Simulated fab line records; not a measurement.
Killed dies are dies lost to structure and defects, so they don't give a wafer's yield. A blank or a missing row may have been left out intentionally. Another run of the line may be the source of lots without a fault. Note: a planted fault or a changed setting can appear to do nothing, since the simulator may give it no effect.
One fault seen from 2 desks	flow n5-finfet	numbers are kept per desk, each desk with only its own; the story behind them comes last

## THE DEFECT DESK
Per lot, the means of the sampled wafers with a number show what the inspections along the route counted. The brackets show how far a lot's mean lies from the usual mean; more than 4 standard deviations puts the lot out of limits, marked OUT.
Columns: A = raw-defect-count at N5_PMOS_HMC_CHANNEL_EPI_INSPECT_11, usual 2.0; B = raw-defect-count at N5_FIN_SAQP_INSPECT_18, usual 421; C = raw-defect-count at N5_FIN_SAQP_INSPECT_40, usual 220; D = raw-defect-count at N5_FIN_CUT_INSPECT_10, usual 40; E = raw-defect-count at N5_FIN_CUT_INSPECT_17, usual 223
lot	first seen here	A	B	C	D	E
L342	day 3 05:30	3.7	488	261	45	254
L344	day 3 17:31	2.3	451	272	47	284
L351	day 5 12:07	2.0	556	243	40	229
L352	day 5 17:27	2.3	394	199	36	205
L353	day 5 23:32	2.3	881 (+4.2) OUT	697 (+7.8) OUT	496 (+46) OUT	711 (+8.0) OUT
L355	day 6 11:19	1.7	929 (+4.6) OUT	639 (+6.9) OUT	483 (+45) OUT	635 (+6.7) OUT
L356	day 6 17:17	2.0	855	623 (+6.6) OUT	465 (+43) OUT	627 (+6.6) OUT
L358	day 7 06:14	1.0	309	225	41	239
L359	day 7 15:33	3.7	383	276	46	269
This desk finds L353, L355, L356 out of limits, L353 being first, at day 6 03:43 (raw-defect-count at N5_FIN_SAQP_INSPECT_18). L342, L344, L351, L352, L358, L359 stayed within limits.

## TOOL OWNER'S DESK, pecvd-01
The tool's own readings at N5_FIN_SAQP_HM_DEP_72 (deposits SiO2 from SiH4/N2O, target thk 12 nm, time 7.2 s): means of the sampled wafers that have a number, for each lot that ran on this tool. The brackets show how far a lot's mean lies from the usual mean; more than 4 standard deviations puts the lot out of limits, marked OUT.
Columns: A = heater-power-w at N5_FIN_SAQP_HM_DEP_72, usual 742 W; B = showerhead-plenum-p-Torr at N5_FIN_SAQP_HM_DEP_72, usual 8.10 Torr
lot	first seen here	A	B
L344	day 3 21:46	721	8.07
L351	day 5 16:20	745	8.08
L353	day 6 03:12	705	8.13
L355	day 6 15:13	730	8.15
L356	day 6 22:07	749	8.13
Result from this desk: across the 5 lots, nothing is out of limits.

## BROUGHT TOGETHER
The defect desk could have raised an alarm at day 6 03:43, on L353, L355, L356.
The desk of the tool owner found nothing out of limits.
On record at the tool owner's desk: L353, L355, L356, within its limits.
On pecvd-01, each named lot ran N5_FIN_SAQP_HM_DEP_72.

## WHAT HAD BEEN PUT IN BY THE SIMULATOR
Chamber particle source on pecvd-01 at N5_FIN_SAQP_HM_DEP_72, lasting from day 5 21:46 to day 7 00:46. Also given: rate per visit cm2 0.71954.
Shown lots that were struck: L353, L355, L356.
Hours from the fault's start to each desk's first reading out of limits: the defect desk, 6.
